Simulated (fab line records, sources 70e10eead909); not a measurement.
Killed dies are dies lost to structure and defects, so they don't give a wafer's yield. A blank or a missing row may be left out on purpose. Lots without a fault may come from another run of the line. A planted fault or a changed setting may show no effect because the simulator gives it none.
fab line records | flow nand_harc
record lots=5 wafers=15 last_day=31
route steps=1302 shown P_CONTACT@217 END@1302
lots that met no fault: from a run of the same line without faults
start_h: hours from the record's first day to the start of the lot's first wafer shown | wait_h: hours since the lot's step before | " the same as in the row above | L1.1+2: a row that stands for several wafers | - no value, or no start given | * or withheld: withheld | < > ~ a bound
route shown NAME@n: a module of which the file shows steps, and the number in the route of the first | usual: mean/standard deviation of fault-free wafers | same: alike in all rows | chamber/n: place in a boat | sites: the reading at each site | _std_site: their standard deviation | _edge_site: outer sites' mean less inner sites' | radius_mm: how far each site lies from the wafer's centre | mask NAME#n: copy n | behind: the tool/chamber that last shaped the wafer | hold: why the lot was held/for how many hours/how that ended | device: the transistor (n, p or np) that didn't switch | end of line: the same wafers' tests at the end of the route | a step without rows: its recipe alone | killed: dies lost to structure and defects at the first sort, not the wafer's yield | map: a wafer's dies, x killed, . not, _ none there
set.NAME: the setting as run; set.NAME@STEP: as run at that earlier step | model.NAME: the simulator's own value behind a step, which no gauge read
lots at some steps of the route; a table a step, a row a wafer
services: from which hour (start_h, from the record's first day; less than 0 if before it) a tool's chamber was out of use, for how many hours, and why
## steps
# step NHARC_P_CONTACT_DEP_30
# recipe target_thk_a=300 temp_c=400 target_thk_nm=30 flow_sccm=200 rf_w=450 material=SiNx
# usual heater_power_w=729/87
# columns lot.wafer tool chamber start_h wait_h heater_power_w
L629.1 pecvd-03 0 130.94 0.1 668
L629.3 " 1 " " 728
L629.6 " 1 " " 747
L630.1 pecvd-03 0 145.06 0.1 662
L630.4 " 0 " " 653
L630.5 " 1 " " 699
L631.4 pecvd-02 0 154.62 0.2 607
L631.5 " 1 " " 758
L631.6 " 2 " " 672
L644.3 pecvd-02 1 284.06 0.3 854
L644.1 " 2 " " 729
L644.6 " 0 " " 654
L646.3 pecvd-04 0 305.24 0.1 777
L646.6 " 1 " " 740
L646.5 " 2 " " 614
# step NHARC_P_CONTACT_DEP_00
# recipe target_thk_a=5000 temp_c=400 pressure_torr=6.5 rf_w=900 teos_flow_sccm=161.4 flow_sccm=2650 target_thk_nm=500 gas=O2 material=SiO2
# usual heater_power_w=576/93 throttle_valve_pct=16.0/0.68
# columns lot.wafer tool chamber start_h wait_h heater_power_w throttle_valve_pct
L629.1 pecvd-03 0 - - 503 15.9
L629.3 " 1 " " 564 16.3
L629.6 " 1 " " 561 16.1
L630.1 pecvd-03 0 - - 445 15.6
L630.4 " 0 " " 472 15.8
L630.5 " 1 " " 559 16.4
L631.4 pecvd-02 0 - - 509 16.5
L631.5 " 1 " " 648 16.1
L631.6 " 2 " " 559 15.5
L644.3 pecvd-02 1 - - 603 15.6
L644.1 " 2 " " 515 16.2
L644.6 " 0 " " 499 15.9
L646.3 pecvd-04 0 - - 602 15.5
L646.6 " 1 " " 717 15.9
L646.5 " 2 " " 587 17.2
# step NHARC_P_CONTACT_CMP_01
# recipe target_thk_nm=200 material=SiO2
# usual motor_current_A=12.6/1.3
# columns lot.wafer tool chamber start_h wait_h motor_current_A
L629.3 cmp-04 2 131.67 - 12.5
L629.1 " 0 " " 9.5
L629.6 " 1 " " 15.3
L630.4 cmp-02 3 145.73 - 12.2
L630.1 " 1 " " 12.2
L630.5 " 0 " " 12.1
L631.4 cmp-02 1 155.24 - 11.8
L631.5 " 0 " " 11.9
L631.6 " 1 " " 11.9
L644.3 cmp-02 3 284.73 - 11.7
L644.1 " 0 " " 11.7
L644.6 " 3 " " 12.3
L646.3 cmp-04 1 305.96 - 16.3
L646.6 " 1 " " 16.7
L646.5 " 2 " " 13.1
# step NHARC_P_CONTACT_SRD_03
# step NHARC_P_CONTACT_DEHYDRATE_04
# recipe temp_c=150 time_s=120
# step NHARC_P_CONTACT_HMDS_05
# recipe time_s=30
# step NHARC_P_CONTACT_COAT_33
# recipe temp_c=260 time_s=75
# step NHARC_P_CONTACT_COAT_34
# recipe temp_c=225 time_s=65
# step NHARC_P_CONTACT_COAT_06
# recipe spin_rpm=1500 resist_thk_nm=90
# step NHARC_P_CONTACT_SOFTBAKE_07
# recipe temp_c=105 time_s=55
# step NHARC_P_CONTACT_EBR_08
# step NHARC_P_CONTACT_EXPOSE_09
# recipe na=1.35 target_cd_nm=90 dose_mj=81.26 mask_id=P_CA
# columns lot.wafer tool chamber start_h wait_h mask
L629.1+3+6 arfi_scanner-02 0 132.34 - P_CA#0
L630.1+4+5 arfi_scanner-03 0 146.42 - P_CA#0
L631.4+5+6 arfi_scanner-03 0 155.79 - P_CA_R1#0
L644.1+3+6 arfi_scanner-02 0 285.42 - P_CA#0
L646.3+5+6 arfi_scanner-02 0 306.66 - P_CA#0
# step NHARC_P_CONTACT_PEB_10
# recipe peb_temp_c=100 peb_time_s=65
# step NHARC_P_CONTACT_DEVELOP_11
# recipe develop_time_s=35 dev_temp_c=23
# step NHARC_P_CONTACT_CD_MEAS_12
# recipe target_cd_nm=90 landing_energy_ev=500
# usual cd_nm=89.9/0.65
# columns lot.wafer tool chamber start_h wait_h cd_nm
L629.1 cd_sem-03 0 132.48 - 89.9
L629.3 " 0 " " 91.0
L629.6 " 0 " " 89.7
L630.1 cd_sem-03 0 146.56 - 90.3
L630.4 " 0 " " 89.8
L630.5 " 0 " " 91.0
L631.4 cd_sem-02 0 155.92 - 88.9
L631.5 " 0 " " 88.8
L631.6 " 0 " " 88.0
L644.1 cd_sem-03 0 285.56 - 90.3
L644.3 " 0 " " 90.4
L644.6 " 0 " " 90.4
L646.3 cd_sem-01 0 306.79 - 88.5
L646.5 " 0 " " 89.1
L646.6 " 0 " " 90.1
# step NHARC_P_CONTACT_OVL_MEAS_13
# usual overlay_x_nm=0.2/0.8 overlay_y_nm=-0.1/0.9
# columns lot.wafer tool chamber start_h wait_h overlay_x_nm overlay_y_nm
L629.1 overlay-02 - 132.56 - -0.2 0.9
L629.3 " - " " -0.4 1.9
L629.6 " - " " 0.1 0.8
L630.1 overlay-02 - 146.65 - 0.5 -1.1
L630.4 " - " " 0.0 -0.4
L630.5 " - " " 0.0 -0.9
L631.4 overlay-02 - 156.01 - 0.6 1.3
L631.5 " - " " 1.0 1.1
L631.6 " - " " 1.1 1.5
L644.1 overlay-02 - 285.65 - -0.6 -1.3
L644.3 " - " " -0.3 -0.9
L644.6 " - " " -0.3 -1.0
L646.3 overlay-01 - 306.88 - 0.8 -0.2
L646.5 " - " " 1.0 0.0
L646.6 " - " " 0.9 0.0
# step NHARC_P_CONTACT_INSPECT_14
# usual raw_defect_count=4.4/2.6
# columns lot.wafer tool chamber start_h wait_h raw_defect_count
L629.1 defect_inspect-01 - 132.60 0.0 2
L629.3 " - " " 2
L629.6 " - " " 1
L630.1 defect_inspect-01 - 146.68 0.0 11
L630.4 " - " " 9
L630.5 " - " " 5
L631.4 defect_inspect-01 - 156.04 0.0 4
L631.5 " - " " 5
L631.6 " - " " 7
L644.1 defect_inspect-02 - 285.68 0.0 5
L644.3 " - " " 4
L644.6 " - " " 2
L646.3 defect_inspect-01 - 306.91 0.0 3
L646.5 " - " " 0
L646.6 " - " " 2
# step NHARC_P_CONTACT_DESCUM_17
# recipe time_s=3 o2_flow_sccm=200 ar_flow_sccm=0 bias_power_w=0 chemistry=O2
# usual drypump_motor_current_A=5.52/0.26 oes_product_au=1.000/0.011 rf_vpp_V=57.9/0.98 showerhead_plenum_p_Torr=1.93/0.092 throttle_valve_pct=11.312/0.0087
# columns lot.wafer tool chamber start_h wait_h drypump_motor_current_A oes_product_au rf_hours_counter_h rf_vpp_V showerhead_plenum_p_Torr throttle_valve_pct model.P_CONTACT.cd_nm
L629.3 rie_diel-08 3 132.67 0.1 4.96 1.000 4.5 56.9 1.89 11.305 90.86
L629.1 " 0 " " 5.50 1.008 4.8 56.4 1.84 11.302 91.15
L629.6 " 2 " " 5.47 0.998 - 59.1 2.06 11.309 89.85
L630.1 rie_diel-08 1 146.75 0.1 5.80 1.007 5.9 58.8 2.06 11.321 90.49
L630.4 " 2 " " 5.48 1.008 5.7 58.0 2.06 11.301 89.14
L630.5 " 1 " " 5.80 0.993 - 57.9 2.06 11.307 90.47
L631.4 rie_diel-08 2 156.10 0.1 5.49 1.007 6.1 60.1 2.06 11.315 88.59
L631.6 " 2 " " 5.45 1.009 - 58.9 2.06 11.319 87.71
L631.5 " 3 " " 4.98 1.008 - 57.9 1.89 11.309 89.44
L644.3 rie_diel-12 2 285.74 0.1 5.71 1.017 0.1 57.1 1.79 11.295 90.2
L644.1 " 1 " " 5.67 0.986 0.1 57.1 1.88 11.325 90.42
L644.6 " 3 " " 5.76 1.016 - 58.7 1.96 11.303 89.92
L646.3 rie_diel-10 0 307.00 0.1 5.70 0.980 2.0 58.3 2.03 11.310 89.13
L646.6 " 1 " " 5.54 1.000 - 58.5 2.04 11.317 89.67
L646.5 " 2 " " 5.01 0.976 - 58.3 1.94 11.300 89.15
# step NHARC_P_CONTACT_ETCH_35
# recipe target_depth_a=390 over_etch_frac=0.3 time_s=65 ion_energy_ev=80 cf4_flow_sccm=150 ar_flow_sccm=0 rf_w=300 bias_w=100 chemistry=CF4
# usual drypump_motor_current_A=5.53/0.26 oes_product_au=1.000/0.012 rf_vpp_V=151.4/1.4 showerhead_plenum_p_Torr=1.78/0.079 throttle_valve_pct=13.284/0.0093
# columns lot.wafer tool chamber start_h wait_h drypump_motor_current_A oes_product_au rf_hours_counter_h rf_vpp_V showerhead_plenum_p_Torr throttle_valve_pct model.P_CONTACT.cd_nm
L629.3 rie_diel-08 0 132.75 0.1 5.50 1.015 4.8 150.3 1.71 13.299 90.54
L629.1 " 2 " " 5.48 1.003 4.6 153.5 1.89 13.278 91.18
L629.6 " 1 " " 5.82 1.015 - 153.7 1.89 13.280 89.36
L630.1 rie_diel-08 2 146.84 0.1 5.46 1.000 5.7 152.9 1.89 13.289 90.72
L630.4 " 0 " " 5.51 1.017 5.9 149.8 1.71 13.287 89.22
L630.5 " 2 " " 5.47 1.000 - 152.7 1.89 13.274 90.55
L631.4 rie_diel-08 0 156.19 0.1 5.50 1.019 6.4 150.8 1.71 13.280 88.67
L631.6 " 3 " " 4.95 1.016 - 150.7 1.75 13.291 87.53
L631.5 " 0 " " 5.52 1.015 - 149.7 1.71 13.288 89.22
L644.3 rie_diel-12 0 285.83 0.1 5.48 1.004 0.1 151.3 1.72 13.279 90.07
L644.1 " 1 " " 5.64 0.985 0.1 151.4 1.74 13.290 90.33
L644.6 " 3 " " 5.72 0.994 - 150.5 1.81 13.299 90.33
L646.3 rie_diel-10 2 307.09 0.1 5.02 0.979 2.0 152.8 1.79 13.294 88.97
L646.5 " 0 " " 5.70 0.984 - 152.4 1.87 13.278 88.87
L646.6 " 1 " " 5.52 1.006 - 153.1 1.88 13.285 89.41
# step NHARC_P_CONTACT_ETCH_36
# recipe target_depth_a=2600 over_etch_frac=0.25 time_s=406.25 ion_energy_ev=200 n2_flow_sccm=150 h2_flow_sccm=150 ar_flow_sccm=0 rf_w=400 bias_w=150 chemistry=N2/H2
# usual drypump_motor_current_A=5.52/0.26 oes_product_au=0.998/0.012 rf_vpp_V=430.8/2.9 showerhead_plenum_p_Torr=2.05/0.099 throttle_valve_pct=14.172/0.0096
# columns lot.wafer tool chamber start_h wait_h drypump_motor_current_A oes_product_au rf_hours_counter_h rf_vpp_V showerhead_plenum_p_Torr throttle_valve_pct
L629.3 rie_diel-08 1 - - 5.81 1.011 5.0 433.8 2.20 14.188
L629.1 " 3 " " 4.98 0.999 4.6 430.1 2.02 14.165
L629.6 " 2 " " 5.47 1.006 - 433.9 2.20 14.179
L630.4 rie_diel-08 0 - - 5.52 1.001 5.9 427.7 1.96 14.173
L630.1 " 1 " " 5.79 1.001 6.0 433.4 2.20 14.170
L630.5 " 3 " " 4.96 1.000 - 429.2 2.02 14.166
L631.4 rie_diel-08 0 - - 5.51 1.001 6.5 428.9 1.96 14.170
L631.6 " 1 " " 5.83 1.014 - 435.3 2.20 14.158
L631.5 " 2 " " 5.48 1.001 - 435.6 2.20 14.172
L644.3 rie_diel-12 1 - - 5.66 0.987 0.1 428.7 2.00 14.179
L644.1 " 2 " " 5.73 1.003 0.2 427.0 1.91 14.168
L644.6 " 1 " " 5.69 0.980 - 429.2 2.00 14.186
L646.3 rie_diel-10 2 - - 4.99 0.981 2.1 431.5 2.06 14.167
L646.6 " 2 " " 4.99 0.983 - 430.9 2.06 14.166
L646.5 " 0 " " 5.68 0.982 - 433.8 2.17 14.171
# step NHARC_END_SORT_01
# recipe temp_c=25
# usual killed_at_array=53/19 killed_at_other=0.7/1.1 killed_at_periphery=4.2/2.7 killed_dies=58/18 killed_open=3.1/1.9 killed_short=2.5/1.6
# same gross_dies=677
# columns lot.wafer tool chamber start_h wait_h killed_at_array killed_at_other killed_at_periphery killed_dies killed_open killed_short
L629.1 prober-02 0 579.30 2.5 78 2 0 80 1 2
L629.3 prober-02 0 580.91 3.1 69 2 1 72 0 1
L629.6 prober-02 0 583.33 4.0 82 2 2 86 2 5
L631.4 prober-01 0 598.67 3.4 46 0 4 50 7 1
L631.5 prober-01 0 599.47 3.7 35 0 2 37 3 2
L631.6 prober-01 0 600.27 4.0 52 0 3 55 3 0
L646.3 prober-01 0 744.48 3.1 42 0 1 43 4 2
L646.5 prober-01 0 746.09 3.7 57 0 0 57 3 3
L646.6 prober-01 0 746.89 4.0 33 0 0 33 2 1
# killed by level:class
L629.1 A_CHANNEL_HOLE_D2:chamber_film_flake=25 A_SLIT:chamber_film_flake=22 A_CHANNEL_HOLE_D1:chamber_film_flake=20 A_CONTACT:chamber_film_flake=4 A_STAIRCASE:chamber_film_flake=3 THIN_TSV:chamber_film_flake=2 A_CHANNEL_FILL_D2:geometric_particle:open=1 A_CHANNEL_FILL_D2:geometric_particle:short=1
L629.3 A_CHANNEL_HOLE_D2:chamber_film_flake=28 A_SLIT:chamber_film_flake=22 A_CHANNEL_HOLE_D1:chamber_film_flake=14 A_STAIRCASE:chamber_film_flake=3 A_CONTACT:chamber_film_flake=2 P_BONDPAD:chamber_film_flake=1 STARTING-WAFER:geometric_particle:short=1 THIN_TSV:chamber_film_flake=1
L629.6 A_CHANNEL_HOLE_D1:chamber_film_flake=24 A_CHANNEL_HOLE_D2:chamber_film_flake=22 A_SLIT:chamber_film_flake=22 A_STAIRCASE:chamber_film_flake=3 A_CONTACT:chamber_film_flake=3 A_CHANNEL_FILL_D1:geometric_particle:short=2 A_WL_FILL:geometric_particle:short=2 P_M0:geometric_particle:open=1
L631.4 A_SLIT:chamber_film_flake=20 A_CHANNEL_HOLE_D2:chamber_film_flake=8 A_CHANNEL_HOLE_D1:chamber_film_flake=3 A_CONTACT:chamber_film_flake=3 A_ONON_D2:geometric_particle:open=2 A_SGD_CUT:geometric_particle:open=2 P_GATE:geometric_particle:open=1 P_M0:geometric_particle:short=1
L631.5 A_SLIT:chamber_film_flake=18 A_CHANNEL_HOLE_D2:chamber_film_flake=6 A_CONTACT:chamber_film_flake=4 A_DECK1_JOINT:geometric_particle:short=1 A_DECK1_JOINT:geometric_particle:open=1 A_SGD_CUT:geometric_particle:short=1 A_CONTACT:geometric_particle:open=1 A_M0:geometric_particle:open=1
L631.6 A_SLIT:chamber_film_flake=29 A_CHANNEL_HOLE_D2:chamber_film_flake=13 A_CONTACT:chamber_film_flake=3 A_CHANNEL_HOLE_D1:chamber_film_flake=2 P_STI:geometric_particle:open=1 A_WL_FILL:geometric_particle:open=1 A_M0:geometric_particle:open=1 P_ZERO_WELL:chamber_film_flake=1
L646.3 A_CHANNEL_HOLE_D1:chamber_film_flake=16 A_STAIRCASE:chamber_film_flake=4 A_SLIT:chamber_film_flake=4 A_CONTACT:chamber_film_flake=4 A_SGD_CUT:chamber_film_flake=3 A_WL_FILL:chamber_film_flake=3 P_GATE:geometric_particle:open=1 A_DECK1_JOINT:geometric_particle:open=1
L646.5 A_CHANNEL_HOLE_D1:chamber_film_flake=33 A_CONTACT:chamber_film_flake=5 A_SLIT:chamber_film_flake=4 A_WL_FILL:chamber_film_flake=4 A_STAIRCASE:chamber_film_flake=2 A_SGD_CUT:chamber_film_flake=2 A_ONON_D1:geometric_particle:open=1 A_CHANNEL_HOLE_D1:geometric_particle:open=1
L646.6 A_CHANNEL_HOLE_D1:chamber_film_flake=15 A_CONTACT:chamber_film_flake=5 A_SGD_CUT:chamber_film_flake=3 A_WL_FILL:chamber_film_flake=3 A_DECK1_JOINT:geometric_particle:short=1 A_WL_FILL:geometric_particle:open=1 A_M0:geometric_particle:open=1 A_SLIT:chamber_film_flake=1
## services
# columns tool chamber start_h hours kind
rie_diel-12 0 108.99 9.0 repair
pecvd-02 0 109.69 1.8 repair
cmp-04 - 111.00 4.0 pm
rie_diel-12 0 127.09 5.6 repair
cmp-02 - 134.50 4.0 pm
cmp-04 - 139.37 0.9 repair
arfi_scanner-02 - 140.00 4.0 pm
cmp-02 - 143.19 2.0 repair
pecvd-04 0 152.83 132.2 repair
arfi_scanner-02 - 162.64 0.6 repair
rie_diel-12 - 162.65 0.6 repair
pecvd-02 2 166.95 6.4 repair
pecvd-03 - 185.30 13.0 pm
rie_diel-08 - 191.12 9.0 pm
arfi_scanner-03 - 196.00 4.0 pm
arfi_scanner-02 - 218.34 13.0 repair
pecvd-02 - 227.33 13.0 pm
cmp-02 - 232.56 4.0 pm
rie_diel-10 - 242.51 9.0 pm
pecvd-03 0 256.18 10.2 repair
rie_diel-12 - 268.40 9.0 pm
rie_diel-10 3 281.25 22.6 repair
arfi_scanner-02 - 288.53 1.4 repair
rie_diel-10 3 305.16 6.3 repair
## key
first_sign step=NHARC_P_CONTACT_EXPOSE_09 reading=mask direction=changed
effect step=NHARC_P_CONTACT_CD_MEAS_12 reading=cd_nm direction=down sigmas=2.1 usual=89.9 struck=88.6
model_effect step=NHARC_P_CONTACT_DESCUM_17 value=P_CONTACT.cd_nm without=90.15 struck=88.58
model_effect step=NHARC_P_CONTACT_ETCH_35 value=P_CONTACT.cd_nm without=90.05 struck=88.48
met_at NHARC_P_CONTACT_EXPOSE_09
struck_wafers L631.4,L631.5,L631.6
tester_left_out L631
onset_between 146.42 155.79
fault kind=wrong_mask tool=any chamber=- onset_h=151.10 steps=NHARC_P_CONTACT_EXPOSE_09 aux_copy=P_CA_R1#0 cd_offset_nm=-1.5731 scope=struck_lots_only
# tester_left_out: of these lots the tester's yield and bins aren't shown, on N5 and GAA mostly nor the transistor test; their killed dies are dies lost to structure and defects alone, not to doping, threshold or leakage, so they don't give the yield
